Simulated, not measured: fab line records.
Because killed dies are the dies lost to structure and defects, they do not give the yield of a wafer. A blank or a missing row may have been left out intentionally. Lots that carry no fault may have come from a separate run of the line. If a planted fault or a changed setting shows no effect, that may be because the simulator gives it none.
fab line records	flow nandHarc
record lots=14	wafers=42	lastDay=33
route steps=1302 shown A_BLC@1122 A_M0@1144
lots that met no fault: taken from a fault-free run of the same line
startH: hours from the record's first day to the start of the lot's first wafer shown	waitH: time in hours since the lot's previous step	" the same as in the row above	L1.1+2: several wafers, shown together as one row	- value missing, or start not given	* or withheld: withheld	< > ~ a bound
route shown NAME@n: names a module that has steps shown in the file, with the first one's number in the route	usual: mean/standard deviation of fault-free wafers	same: alike in all rows	chamber/n: place in a boat	sites: per-site readings	_std_site: standard deviation of those values	_edge_site: mean of outer sites minus mean of inner sites	radiusMm: how far each site lies from the wafer's centre	mask NAME#n: copy n	behind: tool/chamber where the wafer was last shaped	hold: reason for holding the lot/hours on hold/outcome of the hold	device: transistor that didn't switch, given as n, p or np	end of line: at the end of the route, the tests of the same wafers	where a step has no rows: the recipe by itself	killed: the dies lost at the first sort to structure and to defects; this is not the yield of the wafer	map: the dies of a wafer, with x for killed, . for not killed, _ for no die there
set.NAME: the setting the step ran with; set.NAME@STEP: the setting that earlier step ran with	model.NAME: the simulator's own value behind a step, which no gauge read
steps of the route over a sample of lots; a table a step, a row a wafer
services: when a tool's chamber went out of use (startH, in hours from the record's first day, below 0 if earlier), for how many hours, and the reason
## steps
# step NHARC_A_BLC_ETCH_17
# recipe targetDepthA=3900	overEtchFrac=0.25	timeS=609.38	ionEnergyEv=200	n2FlowSccm=150	h2FlowSccm=150	arFlowSccm=0	rfW=400	biasW=150	chemistry=N2/H2
# usual biasW=150.0/0.41	chamberPressureMTorr=29.998/0.027	drypumpMotorCurrentA=6.0/0.51	oesProductAu=1.000/0.0085	rfVppV=430.5/2.3	showerheadPlenumPTorr=2.04/0.081	throttleValvePct=14.171/0.0096
lot.wafer	tool	chamber	startH	waitH	biasW	chamberPressureMTorr	drypumpMotorCurrentA	oesProductAu	rfHoursCounterH	rfVppV	showerheadPlenumPTorr	throttleValvePct
L360.3	rieDiel-03	2	-	-	150.2	30.033	5.9	0.997	5	430.7	2.08	14.183
L360.1	"	3	"	"	149.5	30.016	4.9	1.003	8	428.9	1.95	14.169
L360.5	"	0	"	"	149.7	29.969	5.7	0.998	-	432.3	2.17	14.153
L363.1	rieDiel-10	0	-	-	150.5	29.963	6.3	1.008	6	430.2	2.05	14.156
L363.2	"	1	"	"	150.2	30.051	6.5	0.995	6	427.6	1.93	14.180
L363.3	"	3	"	"	149.9	29.932	6.6	1.007	6	431.7	2.07	14.169
L362.2	rieDiel-10	3	-	-	149.8	29.996	6.6	1.018	6	431.6	2.07	14.180
L362.4	"	0	"	"	149.9	29.979	6.4	1.006	7	432.0	2.05	14.175
L362.6	"	1	"	"	149.8	30.028	6.5	0.983	-	427.5	1.93	14.167
L364.2	rieDiel-03	0	-	-	149.8	30.013	5.7	0.999	11	434.0	2.17	14.171
L364.3	"	2	"	"	149.9	30.013	5.9	0.993	9	430.9	2.07	14.185
L364.1	"	3	"	"	150.0	29.985	4.9	0.994	11	427.0	1.94	14.181
L365.2	rieDiel-10	1	-	-	150.1	30.024	6.5	0.983	8	428.2	1.93	14.166
L365.1	"	2	"	"	150.2	30.002	6.0	0.990	6	431.7	2.10	14.162
L365.6	"	1	"	"	149.5	29.997	6.5	0.981	-	428.2	1.93	14.166
L366.3	rieDiel-10	1	-	-	149.7	29.987	6.5	0.987	9	427.3	1.93	14.177
L366.1	"	3	"	"	150.1	29.996	6.6	1.000	8	432.6	2.07	14.169
L366.5	"	2	"	"	150.2	30.002	6.0	1.007	-	432.2	2.10	14.179
L368.1	rieDiel-03	3	-	-	149.4	29.986	4.8	0.995	14	427.8	1.94	14.159
L368.2	"	0	"	"	150.4	29.987	5.7	1.006	14	434.6	2.16	14.177
L368.6	"	3	"	"	149.8	29.975	4.8	0.998	-	427.0	1.94	14.176
L367.2	rieDiel-03	3	-	-	150.0	30.003	4.8	0.994	14	426.6	1.94	14.161
L367.3	"	1	"	"	149.8	29.946	6.0	0.997	13	427.8	1.97	14.185
L367.1	"	2	"	"	149.9	29.976	5.8	0.993	11	431.0	2.07	14.162
L370.1	rieDiel-03	2	-	-	149.9	30.015	5.9	0.999	13	433.6	2.07	14.161
L370.4	"	0	"	"	150.3	30.012	5.7	1.003	16	433.2	2.16	14.189
L370.5	"	2	"	"	150.4	30.066	5.9	1.000	-	430.0	2.07	14.164
L371.2	rieDiel-10	1	-	-	149.7	29.990	6.5	0.999	2	428.2	1.93	14.158
L371.1	"	2	"	"	149.7	29.944	6.0	1.007	2	430.7	2.10	14.183
L371.5	"	0	"	"	149.3	29.989	6.4	0.997	-	431.5	2.05	14.167
L376.2	rieDiel-03	1	-	-	150.2	30.003	6.0	1.000	4	428.7	1.96	14.153
L376.3	"	2	"	"	150.3	30.004	5.9	0.997	4	430.0	2.07	14.177
L376.4	"	3	"	"	149.2	30.020	4.8	1.000	4	428.5	1.94	14.170
L380.1	rieDiel-03	1	-	-	150.5	30.008	6.0	1.003	8	428.1	1.96	14.186
L380.2	"	2	"	"	149.8	30.002	5.9	0.989	8	431.4	2.07	14.169
L380.5	"	0	"	"	150.4	29.998	5.7	0.994	-	434.4	2.16	14.169
L379.1	rieDiel-10	3	-	-	149.6	29.994	6.6	1.013	8	430.5	2.06	14.172
L379.3	"	1	"	"	150.4	29.995	6.5	1.005	8	427.2	1.93	14.167
L379.6	"	0	"	"	149.8	30.022	6.4	1.018	-	430.9	2.05	14.165
L382.2	rieDiel-10	2	-	-	150.4	29.967	6.0	1.006	8	431.3	2.10	14.162
L382.3	"	0	"	"	149.8	30.003	6.4	1.002	8	431.5	2.05	14.184
L382.4	"	2	"	"	150.3	29.943	6.0	1.005	-	432.6	2.10	14.167
# step NHARC_A_BLC_DEGAS_30
# recipe tempC=300	timeS=60
# usual heaterPowerW=468/53
lot.wafer	tool	chamber	startH	waitH	heaterPowerW
L360.1	pvdSputter-01	-	529.58	-	553
L360.3	"	-	"	"	450
L360.5	"	-	"	"	408
L363.3	pvdSputter-03	-	554.91	-	483
L363.1	"	-	"	"	463
L363.2	"	-	"	"	396
L362.4	pvdSputter-03	-	555.94	-	462
L362.2	"	-	"	"	503
L362.6	"	-	"	"	453
L364.1	pvdSputter-03	-	572.99	-	496
L364.3	"	-	"	"	493
L364.2	"	-	"	"	470
L365.1	pvdSputter-03	-	578.59	-	496
L365.2	"	-	"	"	490
L365.6	"	-	"	"	510
L366.3	pvdSputter-03	-	582.77	-	494
L366.1	"	-	"	"	470
L366.5	"	-	"	"	467
L368.1	pvdSputter-02	-	599.68	-	425
L368.2	"	-	"	"	492
L368.6	"	-	"	"	548
L367.2	pvdSputter-03	-	601.92	-	389
L367.1	"	-	"	"	500
L367.3	"	-	"	"	459
L370.1	pvdSputter-02	-	621.68	-	422
L370.4	"	-	"	"	414
L370.5	"	-	"	"	418
L371.2	pvdSputter-01	-	636.59	-	426
L371.1	"	-	"	"	476
L371.5	"	-	"	"	423
L376.3	pvdSputter-01	-	692.77	-	545
L376.2	"	-	"	"	480
L376.4	"	-	"	"	424
L380.2	pvdSputter-01	-	729.11	-	486
L380.1	"	-	"	"	427
L380.5	"	-	"	"	443
L379.1	pvdSputter-02	-	737.71	-	546
L379.3	"	-	"	"	425
L379.6	"	-	"	"	545
L382.4	pvdSputter-03	-	741.81	-	451
L382.3	"	-	"	"	502
L382.2	"	-	"	"	431
# step NHARC_A_M0_EXPOSE_06
# recipe na=1.35	targetCdNm=80	doseMj=83.25	maskId=A_M0
lot.wafer	tool	chamber	startH	waitH	mask
L360.1+3+5	arfiScanner-01	0	531.65	-	A_M0#0
L363.1+2+3	arfiScanner-02	0	557.24	-	A_M0#0
L362.2+4+6	arfiScanner-01	0	558.09	-	A_M0#0
L364.1+2+3	arfiScanner-02	0	575.13	-	A_M0#0
L365.1+2+6	arfiScanner-03	0	580.71	-	A_M0#0
L366.1+3+5	arfiScanner-02	0	584.92	-	A_M0#0
L368.1+2+6	arfiScanner-01	0	601.81	-	A_M0#0
L367.1+2+3	arfiScanner-01	0	603.92	-	A_M0#0
L370.1+4+5	arfiScanner-01	0	623.69	-	A_M0#0
L371.1+2+5	arfiScanner-03	0	638.73	-	A_M0#0
L376.2+3+4	arfiScanner-02	0	694.92	-	A_M0#0
L380.1+2+5	arfiScanner-03	0	731.13	-	A_M0#0
L379.1+3+6	arfiScanner-03	0	740.50	-	A_M0#0
L382.2+3+4	arfiScanner-01	0	743.97	-	A_M0#0
# step NHARC_A_M0_CD_MEAS_09
# recipe targetCdNm=80	landingEnergyEv=500
# usual cdNm=79.9/0.55
lot.wafer	tool	chamber	startH	waitH	cdNm
L360.1	cdSem-02	0	531.79	-	79.7
L360.3	"	0	"	"	79.7
L360.5	"	0	"	"	79.7
L363.1	cdSem-01	0	557.38	-	80.0
L363.2	"	0	"	"	80.1
L363.3	"	0	"	"	79.8
L362.2	cdSem-02	0	558.22	-	80.7
L362.4	"	0	"	"	80.7
L362.6	"	0	"	"	80.8
L364.1	cdSem-02	0	575.27	-	80.0
L364.2	"	0	"	"	79.5
L364.3	"	0	"	"	79.9
L365.1	cdSem-03	0	580.85	-	79.4
L365.2	"	0	"	"	79.5
L365.6	"	0	"	"	79.1
L366.1	cdSem-02	0	585.06	-	79.2
L366.3	"	0	"	"	80.0
L366.5	"	0	"	"	80.5
L368.1	cdSem-03	0	601.95	-	79.2
L368.2	"	0	"	"	79.6
L368.6	"	0	"	"	79.1
L367.1	cdSem-01	0	604.06	-	79.5
L367.2	"	0	"	"	79.7
L367.3	"	0	"	"	80.0
L370.1	cdSem-02	0	623.83	-	80.0
L370.4	"	0	"	"	80.2
L370.5	"	0	"	"	80.2
L371.1	cdSem-02	0	638.87	-	80.7
L371.2	"	0	"	"	80.2
L371.5	"	0	"	"	80.2
L376.2	cdSem-01	0	695.06	-	80.4
L376.3	"	0	"	"	80.7
L376.4	"	0	"	"	80.8
L380.1	cdSem-02	0	731.26	-	79.4
L380.2	"	0	"	"	68.4
L380.5	"	0	"	"	79.1
L379.1	cdSem-01	0	740.64	-	79.8
L379.3	"	0	"	"	79.6
L379.6	"	0	"	"	68.8
L382.2	cdSem-03	0	744.11	-	79.1
L382.3	"	0	"	"	79.1
L382.4	"	0	"	"	78.9
# step NHARC_A_M0_INSPECT_11
# usual rawDefectCount=86/38
lot.wafer	tool	chamber	startH	waitH	rawDefectCount
L360.1	defectInspect-02	-	531.91	0.0	85
L360.3	"	-	"	"	85
L360.5	"	-	"	"	80
L363.1	defectInspect-02	-	557.50	0.0	75
L363.2	"	-	"	"	71
L363.3	"	-	"	"	63
L362.2	defectInspect-02	-	558.34	0.0	89
L362.4	"	-	"	"	103
L362.6	"	-	"	"	97
L364.1	defectInspect-01	-	575.39	0.0	115
L364.2	"	-	"	"	110
L364.3	"	-	"	"	110
L365.1	defectInspect-01	-	580.97	0.0	25
L365.2	"	-	"	"	27
L365.6	"	-	"	"	34
L366.1	defectInspect-02	-	585.19	0.0	151
L366.3	"	-	"	"	167
L366.5	"	-	"	"	169
L368.1	defectInspect-01	-	602.07	0.0	27
L368.2	"	-	"	"	36
L368.6	"	-	"	"	38
L367.1	defectInspect-02	-	604.19	0.0	163
L367.2	"	-	"	"	164
L367.3	"	-	"	"	185
L370.1	defectInspect-01	-	623.95	0.0	44
L370.4	"	-	"	"	45
L370.5	"	-	"	"	45
L371.1	defectInspect-01	-	638.99	0.0	107
L371.2	"	-	"	"	106
L371.5	"	-	"	"	100
L376.2	defectInspect-01	-	695.18	0.0	66
L376.3	"	-	"	"	64
L376.4	"	-	"	"	69
L380.1	defectInspect-01	-	731.39	0.0	85
L380.2	"	-	"	"	66
L380.5	"	-	"	"	73
L379.1	defectInspect-02	-	740.77	0.0	83
L379.3	"	-	"	"	92
L379.6	"	-	"	"	107
L382.2	defectInspect-01	-	744.23	0.0	30
L382.3	"	-	"	"	45
L382.4	"	-	"	"	43
# step NHARC_A_M0_CD_MEAS_16
# usual cdNm=79.9/0.6
lot.wafer	tool	chamber	startH	waitH	cdNm
L360.1	cdSem-02	-	532.27	-	79.8
L360.3	"	-	"	"	79.7
L360.5	"	-	"	"	79.7
L363.1	cdSem-01	-	557.86	-	80.6
L363.2	"	-	"	"	80.5
L363.3	"	-	"	"	80.7
L362.2	cdSem-02	-	558.70	-	80.0
L362.4	"	-	"	"	80.7
L362.6	"	-	"	"	80.5
L364.1	cdSem-02	-	575.75	-	80.2
L364.2	"	-	"	"	80.1
L364.3	"	-	"	"	80.5
L365.1	cdSem-02	-	581.34	-	78.6
L365.2	"	-	"	"	79.4
L365.6	"	-	"	"	79.4
L366.1	cdSem-01	-	585.74	-	79.5
L366.3	"	-	"	"	80.2
L366.5	"	-	"	"	79.6
L368.1	cdSem-02	-	602.43	-	80.1
L368.2	"	-	"	"	79.9
L368.6	"	-	"	"	79.8
L367.1	cdSem-01	-	604.55	-	79.0
L367.2	"	-	"	"	80.1
L367.3	"	-	"	"	79.8
L370.1	cdSem-02	-	624.31	-	80.3
L370.4	"	-	"	"	79.0
L370.5	"	-	"	"	80.0
L371.1	cdSem-03	-	639.35	-	80.0
L371.2	"	-	"	"	80.2
L371.5	"	-	"	"	80.2
L376.2	cdSem-01	-	695.55	-	81.0
L376.3	"	-	"	"	80.7
L376.4	"	-	"	"	79.8
L380.1	cdSem-02	-	731.75	-	79.9
L380.2	"	-	"	"	67.9
L380.5	"	-	"	"	79.6
L379.1	cdSem-03	-	741.13	-	79.7
L379.3	"	-	"	"	79.3
L379.6	"	-	"	"	68.1
L382.2	cdSem-01	-	744.60	-	79.6
L382.3	"	-	"	"	78.6
L382.4	"	-	"	"	78.6
## services
tool	chamber	startH	hours	kind
arfiScanner-03	-	509.22	0.7	repair
rieDiel-03	2	515.60	7.7	repair
pvdSputter-03	-	526.10	10.0	pm
rieDiel-03	-	535.04	0.7	repair
arfiScanner-03	-	540.00	4.0	pm
rieDiel-10	3	543.77	5.0	repair
arfiScanner-03	-	571.65	8.1	repair
arfiScanner-02	-	576.87	0.7	repair
rieDiel-03	2	581.81	9.6	repair
rieDiel-10	-	582.42	0.3	repair
arfiScanner-01	-	585.27	1.8	repair
arfiScanner-01	-	596.00	4.0	pm
rieDiel-10	-	596.50	9.0	pm
pvdSputter-01	-	598.10	3.7	repair
rieDiel-03	-	635.30	9.0	pm
arfiScanner-01	-	647.25	1.2	repair
arfiScanner-03	-	648.69	6.0	repair
arfiScanner-02	-	656.00	4.0	pm
arfiScanner-03	-	657.02	1.8	repair
arfiScanner-03	-	664.94	1.0	repair
rieDiel-10	-	696.92	1.6	repair
pvdSputter-03	-	704.10	10.0	pm
arfiScanner-01	-	709.64	1.6	repair
rieDiel-10	3	737.60	13.6	repair
## key
firstSign step=NHARC_A_M0_CD_MEAS_09	reading=cdNm	direction=down	sigmas=20	usual=79.9	struck=68.6
effect step=NHARC_A_M0_CD_MEAS_16	reading=cdNm	direction=down	sigmas=20	usual=79.9	struck=68.0
metAt NHARC_A_M0_EXPOSE_06
struckLots L379,L380
struckWafers L379.6,L380.2
sortLeftOut L379.6,L380.2
notActingAt NHARC_A_BLC_ETCH_17,NHARC_A_BLC_DEGAS_30,NHARC_A_M0_INSPECT_11
onsetBetween 638.73 731.13
fault kind=processParameterDrift	tool=arfiScanner-03	chamber=-	onsetH=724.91	steps=NHARC_A_M0_EXPOSE_06	channel=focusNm	offset=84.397	shape=step	endH=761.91	scope=struckWafersOnly
# sortLeftOut: the simulated sort isn't trusted on such a fault, so these wafers' sort isn't shown, and their yield isn't known
